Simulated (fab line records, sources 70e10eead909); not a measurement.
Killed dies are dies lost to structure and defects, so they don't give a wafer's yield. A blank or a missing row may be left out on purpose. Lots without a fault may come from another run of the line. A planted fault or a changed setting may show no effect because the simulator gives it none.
fab line records | flow nand_harc
record lots=6 wafers=16 last_day=33
route steps=1302 shown A_ONON_D1@432 END@1302
lots that met no fault: from a run of the same line without faults
start_h: hours from the record's first day to the start of the lot's first wafer shown | wait_h: hours since the lot's step before | " the same as in the row above | L1.1+2: a row that stands for several wafers | - no value, or no start given | * or withheld: withheld | < > ~ a bound
route shown NAME@n: a module of which the file shows steps, and the number in the route of the first | usual: mean/standard deviation of fault-free wafers | same: alike in all rows | chamber/n: place in a boat | sites: the reading at each site | _std_site: their standard deviation | _edge_site: outer sites' mean less inner sites' | radius_mm: how far each site lies from the wafer's centre | mask NAME#n: copy n | behind: the tool/chamber that last shaped the wafer | hold: why the lot was held/for how many hours/how that ended | device: the transistor (n, p or np) that didn't switch | end of line: the same wafers' tests at the end of the route | a step without rows: its recipe alone | killed: dies lost to structure and defects at the first sort, not the wafer's yield | map: a wafer's dies, x killed, . not, _ none there
set.NAME: the setting as run; set.NAME@STEP: as run at that earlier step | model.NAME: the simulator's own value behind a step, which no gauge read
lots at some steps of the route; a table a step, a row a wafer
services: from which hour (start_h, from the record's first day; less than 0 if before it) a tool's chamber was out of use, for how many hours, and why
## steps
# step NHARC_A_ONON_D1_DEP_12
# recipe target_thk_a=10000 n2_flow_sccm=2750 n2o_flow_sccm=2000 nh3_flow_sccm=500 sih4_flow_sccm=210 temp_c=400
# step NHARC_A_ONON_D1_THK_MEAS_14
# recipe thk_meas_gauge=ellipsometry
# usual thk_nm=999/11
# columns lot.wafer tool chamber start_h wait_h thk_nm
L132.1 film_metro-01 - 169.56 - 1010
L132.3 " - " " 1009
L132.5 " - " " 1010
L135.2 film_metro-02 - 204.12 - 999
L135.4 " - " " 1000
L135.6 " - " " 999
L143.3 film_metro-02 - 288.44 - 996
L143.4 " - " " 996
L147.1 film_metro-01 - 326.77 - 992
L147.4 " - " " 992
L151.1 film_metro-01 - 363.26 - 994
L151.4 " - " " 995
L151.6 " - " " 994
L154.1 film_metro-02 - 389.17 - 986
L154.4 " - " " 987
L154.6 " - " " 988
# step NHARC_A_ONON_D1_ANNEAL_15
# recipe temp_c=750 time_s=3600
# step NHARC_A_ONON_D1_DEP_16
# recipe target_thk_a=10000 n2_flow_sccm=2750 n2o_flow_sccm=2000 nh3_flow_sccm=500 sih4_flow_sccm=210 temp_c=400
# step NHARC_A_ONON_D1_THK_MEAS_18
# recipe thk_meas_gauge=ellipsometry
# usual thk_nm=999/10
# columns lot.wafer tool chamber start_h wait_h thk_nm
L132.1 film_metro-02 - 177.69 - 983
L132.3 " - " " 983
L132.5 " - " " 983
L135.2 film_metro-01 - 211.94 - 1016
L135.4 " - " " 1015
L135.6 " - " " 1016
L143.3 film_metro-01 - 300.28 - 1014
L143.4 " - " " 1013
L147.1 film_metro-02 - 334.80 - 995
L147.4 " - " " 993
L151.1 film_metro-02 - 371.05 - 991
L151.4 " - " " 991
L151.6 " - " " 991
L154.1 film_metro-01 - 397.61 - 1000
L154.4 " - " " 1001
L154.6 " - " " 1003
# step NHARC_A_ONON_D1_DEP_19
# recipe target_thk_a=10000 n2_flow_sccm=2750 n2o_flow_sccm=2000 nh3_flow_sccm=500 sih4_flow_sccm=210 temp_c=400
# step NHARC_A_ONON_D1_THK_MEAS_21
# recipe thk_meas_gauge=ellipsometry
# usual thk_nm=1001/8.4
# columns lot.wafer tool chamber start_h wait_h thk_nm
L132.1 film_metro-02 - 178.25 - 998
L132.3 " - " " 997
L132.5 " - " " 997
L135.2 film_metro-01 - 212.51 - 992
L135.4 " - " " 991
L135.6 " - " " 993
L143.3 film_metro-01 - 300.85 - 995
L143.4 " - " " 996
L147.1 film_metro-01 - 335.37 - 993
L147.4 " - " " 992
L151.1 film_metro-01 - 371.61 - 987
L151.4 " - " " 989
L151.6 " - " " 987
L154.1 film_metro-01 - 398.17 - 998
L154.4 " - " " 997
L154.6 " - " " 999
# step NHARC_A_ONON_D1_DEP_22
# recipe target_thk_a=10000 n2_flow_sccm=2750 n2o_flow_sccm=2000 nh3_flow_sccm=500 sih4_flow_sccm=210 temp_c=400
# step NHARC_A_ONON_D1_THK_MEAS_24
# recipe thk_meas_gauge=ellipsometry
# usual thk_nm=1002/11
# columns lot.wafer tool chamber start_h wait_h thk_nm
L132.1 film_metro-02 - 178.82 - 1001
L132.3 " - " " 1002
L132.5 " - " " 1002
L135.2 film_metro-02 - 213.07 - 1004
L135.4 " - " " 1004
L135.6 " - " " 1003
L143.3 film_metro-01 - 301.41 - 1004
L143.4 " - " " 1004
L147.1 film_metro-01 - 335.94 - 988
L147.4 " - " " 989
L151.1 film_metro-02 - 372.17 - 1002
L151.4 " - " " 1002
L151.6 " - " " 1004
L154.1 film_metro-01 - 398.74 - 996
L154.4 " - " " 997
L154.6 " - " " 998
# step NHARC_A_ONON_D1_DEP_25
# recipe target_thk_a=10000 n2_flow_sccm=2750 n2o_flow_sccm=2000 nh3_flow_sccm=500 sih4_flow_sccm=210 temp_c=400
# step NHARC_A_ONON_D1_THK_MEAS_27
# recipe thk_meas_gauge=ellipsometry
# usual thk_nm=996/8.9
# columns lot.wafer tool chamber start_h wait_h thk_nm
L132.1 film_metro-01 - 179.38 - 999
L132.3 " - " " 999
L132.5 " - " " 997
L135.2 film_metro-02 - 213.64 - 1001
L135.4 " - " " 1001
L135.6 " - " " 1003
L143.3 film_metro-01 - 301.98 - 992
L143.4 " - " " 993
L147.1 film_metro-02 - 336.51 - 1002
L147.4 " - " " 1000
L151.1 film_metro-02 - 372.74 - 997
L151.4 " - " " 997
L151.6 " - " " 997
L154.1 film_metro-02 - 399.31 - 998
L154.4 " - " " 998
L154.6 " - " " 998
# step NHARC_A_ONON_D1_DEP_28
# recipe target_thk_a=10000 n2_flow_sccm=2750 n2o_flow_sccm=2000 nh3_flow_sccm=500 sih4_flow_sccm=210 temp_c=400
# columns lot.wafer tool chamber start_h wait_h
L132.1+3+5 pecvd_onon-04 0 179.44 0.1
L135.2+4+6 pecvd_onon-03 0 213.75 0.1
L143.3+4 pecvd_onon-03 0 302.15 0.2
L147.1+4 pecvd_onon-03 0 336.56 0.1
L151.1+4+6 pecvd_onon-01 0 372.79 0.1
L154.1+4+6 pecvd_onon-01 0 399.37 0.1
# step NHARC_A_ONON_D1_THK_MEAS_30
# recipe thk_meas_gauge=ellipsometry
# usual thk_nm=997/10
# columns lot.wafer tool chamber start_h wait_h thk_nm
L132.1 film_metro-01 - 179.95 - 1010
L132.3 " - " " 1012
L132.5 " - " " 1012
L135.2 film_metro-01 - 214.21 - 982
L135.4 " - " " 983
L135.6 " - " " 984
L143.3 film_metro-01 - 302.55 - 1558
L143.4 " - " " 1023
L147.1 film_metro-02 - 337.07 - 1524
L147.4 " - " " 991
L151.1 film_metro-02 - 373.30 - 1001
L151.4 " - " " 997
L151.6 " - " " 999
L154.1 film_metro-02 - 399.88 - 987
L154.4 " - " " 990
L154.6 " - " " 988
# step NHARC_A_ONON_D1_DEP_33
# recipe target_thk_a=2000 temp_c=400 pressure_torr=6.5 rf_w=900 teos_flow_sccm=161.4 flow_sccm=2650 target_thk_nm=200 gas=O2 material=SiO2
# usual heater_power_w=549/85 throttle_valve_pct=15.7/0.61
# columns lot.wafer tool chamber start_h wait_h heater_power_w throttle_valve_pct
L132.1 pecvd-01 2 180.15 0.2 738 15.2
L132.3 " 1 " " 453 15.3
L132.5 " 1 " " 462 15.4
L135.2 pecvd-04 0 214.35 0.1 473 16.7
L135.4 " 2 " " 579 16.3
L135.6 " 0 " " 484 16.8
L143.3 pecvd-01 2 302.60 0.1 753 15.3
L143.4 " 1 " " 468 15.4
L147.1 pecvd-04 1 337.22 0.1 560 15.7
L147.4 " 0 " " 467 16.5
L151.1 pecvd-04 0 373.36 0.1 483 16.5
L151.6 " 1 " " 557 15.6
L151.4 " 2 " " 575 16.6
L154.1 pecvd-02 0 399.94 0.1 517 15.7
L154.6 " 0 " " 519 15.5
L154.4 " 1 " " 718 15.0
# step NHARC_END_SORT_01
# recipe temp_c=25
# usual killed_at_array=59/20 killed_at_other=0.8/1.1 killed_at_periphery=5/3.1 killed_dies=64/21 killed_open=3.4/1.9 killed_short=2.3/1.7
# same gross_dies=677
# columns lot.wafer tool chamber start_h wait_h killed_at_array killed_at_other killed_at_periphery killed_dies killed_open killed_short
L143.3 prober-02 0 691.15 3.1 671 2 4 677 4 3
L147.1 prober-02 0 738.07 2.5 668 1 8 677 6 4
L154.1 prober-02 0 798.03 2.5 58 2 9 69 2 0
L154.4 prober-02 0 800.43 3.4 59 0 9 68 3 2
L154.6 prober-02 0 802.03 4.0 44 3 10 57 3 1
# killed by level:class
L143.3 A_ONON_D1:area_dep=628 A_SLIT:chamber_film_flake=20 A_CONTACT:chamber_film_flake=6 A_CHANNEL_HOLE_D1:chamber_film_flake=3 P_ZERO_WELL:chamber_film_flake=2 A_CHANNEL_HOLE_D2:chamber_film_flake=2 A_SGD_CUT:chamber_film_flake=2 A_WL_FILL:chamber_film_flake=2
L147.1 A_ONON_D1:area_dep=618 A_CHANNEL_HOLE_D2:chamber_film_flake=24 A_CONTACT:chamber_film_flake=8 A_CHANNEL_HOLE_D1:chamber_film_flake=6 A_CHANNEL_FILL_D1:chamber_film_flake=3 A_SLIT:chamber_film_flake=3 P_STI:chamber_film_flake=2 P_GATE:chamber_film_flake=2
L154.1 A_CHANNEL_HOLE_D2:chamber_film_flake=36 A_CONTACT:chamber_film_flake=9 A_SLIT:chamber_film_flake=7 P_GATE:chamber_film_flake=6 P_M1:chamber_film_flake=3 A_WL_FILL:chamber_film_flake=3 THIN_TSV:chamber_film_flake=2 A_DECK1_JOINT:geometric_particle:open=1
L154.4 A_CHANNEL_HOLE_D2:chamber_film_flake=32 A_SLIT:chamber_film_flake=11 A_CONTACT:chamber_film_flake=9 P_GATE:chamber_film_flake=6 P_M1:chamber_film_flake=2 P_M1:geometric_particle:open=1 A_SGD_CUT:geometric_particle:open=1 A_WL_FILL:geometric_particle:short=1
L154.6 A_CHANNEL_HOLE_D2:chamber_film_flake=19 A_CONTACT:chamber_film_flake=12 P_GATE:chamber_film_flake=8 A_SLIT:chamber_film_flake=7 A_CHANNEL_FILL_D2:chamber_film_flake=2 THIN_TSV:chamber_film_flake=2 P_CONTACT:geometric_particle:open=1 A_DECK1_JOINT:geometric_particle:open=1
# map L143.3 (x killed, . not)
____________x____________
_________xxxxxxx_________
_______xxxxxxxxxxx_______
______xxxxxxxxxxxxx______
_____xxxxxxxxxxxxxxx_____
____xxxxxxxxxxxxxxxxx____
____xxxxxxxxxxxxxxxxx____
___xxxxxxxxxxxxxxxxxxx___
___xxxxxxxxxxxxxxxxxxx___
__xxxxxxxxxxxxxxxxxxxxx__
__xxxxxxxxxxxxxxxxxxxxx__
_xxxxxxxxxxxxxxxxxxxxxxx_
_xxxxxxxxxxxxxxxxxxxxxxx_
_xxxxxxxxxxxxxxxxxxxxxxx_
_xxxxxxxxxxxxxxxxxxxxxxx_
_xxxxxxxxxxxxxxxxxxxxxxx_
xxxxxxxxxxxxxxxxxxxxxxxxx
xxxxxxxxxxxxxxxxxxxxxxxxx
xxxxxxxxxxxxxxxxxxxxxxxxx
xxxxxxxxxxxxxxxxxxxxxxxxx
xxxxxxxxxxxxxxxxxxxxxxxxx
_xxxxxxxxxxxxxxxxxxxxxxx_
_xxxxxxxxxxxxxxxxxxxxxxx_
_xxxxxxxxxxxxxxxxxxxxxxx_
_xxxxxxxxxxxxxxxxxxxxxxx_
_xxxxxxxxxxxxxxxxxxxxxxx_
__xxxxxxxxxxxxxxxxxxxxx__
__xxxxxxxxxxxxxxxxxxxxx__
___xxxxxxxxxxxxxxxxxxx___
___xxxxxxxxxxxxxxxxxxx___
____xxxxxxxxxxxxxxxxx____
____xxxxxxxxxxxxxxxxx____
_____xxxxxxxxxxxxxxx_____
______xxxxxxxxxxxxx______
_______xxxxxxxxxxx_______
_________xxxxxxx_________
____________x____________
# map L147.1 (x killed, . not)
____________x____________
_________xxxxxxx_________
_______xxxxxxxxxxx_______
______xxxxxxxxxxxxx______
_____xxxxxxxxxxxxxxx_____
____xxxxxxxxxxxxxxxxx____
____xxxxxxxxxxxxxxxxx____
___xxxxxxxxxxxxxxxxxxx___
___xxxxxxxxxxxxxxxxxxx___
__xxxxxxxxxxxxxxxxxxxxx__
__xxxxxxxxxxxxxxxxxxxxx__
_xxxxxxxxxxxxxxxxxxxxxxx_
_xxxxxxxxxxxxxxxxxxxxxxx_
_xxxxxxxxxxxxxxxxxxxxxxx_
_xxxxxxxxxxxxxxxxxxxxxxx_
_xxxxxxxxxxxxxxxxxxxxxxx_
xxxxxxxxxxxxxxxxxxxxxxxxx
xxxxxxxxxxxxxxxxxxxxxxxxx
xxxxxxxxxxxxxxxxxxxxxxxxx
xxxxxxxxxxxxxxxxxxxxxxxxx
xxxxxxxxxxxxxxxxxxxxxxxxx
_xxxxxxxxxxxxxxxxxxxxxxx_
_xxxxxxxxxxxxxxxxxxxxxxx_
_xxxxxxxxxxxxxxxxxxxxxxx_
_xxxxxxxxxxxxxxxxxxxxxxx_
_xxxxxxxxxxxxxxxxxxxxxxx_
__xxxxxxxxxxxxxxxxxxxxx__
__xxxxxxxxxxxxxxxxxxxxx__
___xxxxxxxxxxxxxxxxxxx___
___xxxxxxxxxxxxxxxxxxx___
____xxxxxxxxxxxxxxxxx____
____xxxxxxxxxxxxxxxxx____
_____xxxxxxxxxxxxxxx_____
______xxxxxxxxxxxxx______
_______xxxxxxxxxxx_______
_________xxxxxxx_________
____________x____________
## services
# columns tool chamber start_h hours kind
pecvd-02 1 176.22 12.1 repair
pecvd-01 - 216.12 1.3 repair
pecvd_onon-03 - 227.00 13.0 pm
pecvd-02 - 227.41 13.0 pm
pecvd-04 2 248.93 13.7 repair
pecvd-01 0 259.65 29.5 repair
pecvd-04 - 269.16 13.0 pm
pecvd-04 0 269.16 13.0 vent_cycle
pecvd-04 1 269.16 13.0 vent_cycle
pecvd-04 2 269.16 13.0 vent_cycle
pecvd_onon-01 - 269.23 13.0 pm
pecvd-04 0 282.16 - clean
pecvd-04 1 282.16 - clean
pecvd-04 2 282.16 - clean
pecvd_onon-04 - 311.20 13.0 pm
pecvd-01 - 311.25 13.0 pm
pecvd-01 0 311.25 13.0 vent_cycle
pecvd-01 1 311.25 13.0 vent_cycle
pecvd-01 2 311.25 13.0 vent_cycle
pecvd-02 1 314.16 11.0 repair
pecvd-02 0 322.43 4.2 repair
pecvd-01 0 324.25 - clean
pecvd-01 1 324.25 - clean
pecvd_onon-04 - 364.00 3.1 repair
## key
first_sign step=NHARC_A_ONON_D1_THK_MEAS_30 reading=thk_nm direction=up sigmas=53 usual=997 struck=1541
effect step=NHARC_END_SORT_01 reading=killed_at_array direction=up sigmas=31 usual=59 struck=670
more_kills_born_at NHARC_A_ONON_D1_DEP_28@pecvd_onon-03=1246
met_at NHARC_A_ONON_D1_DEP_28
struck_wafers L143.3,L147.1
later_rows_left_out L143.3,L147.1
tester_left_out L143,L147
onset_between 213.75 302.15
fault kind=process_parameter_drift tool=pecvd_onon-03 chamber=- onset_h=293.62 steps=NHARC_A_ONON_D1_DEP_28 channel=target_thk_a offset=* shape=step end_h=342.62 scope=struck_wafers_only acts_in=* stated=*
# tester_left_out: of these lots the tester's yield and bins aren't shown, on N5 and GAA mostly nor the transistor test; their killed dies are dies lost to structure and defects alone, not to doping, threshold or leakage, so they don't give the yield
# later_rows_left_out: the simulator's readings of these wafers behind a module that went badly wrong aren't trusted and aren't shown, but for the sort
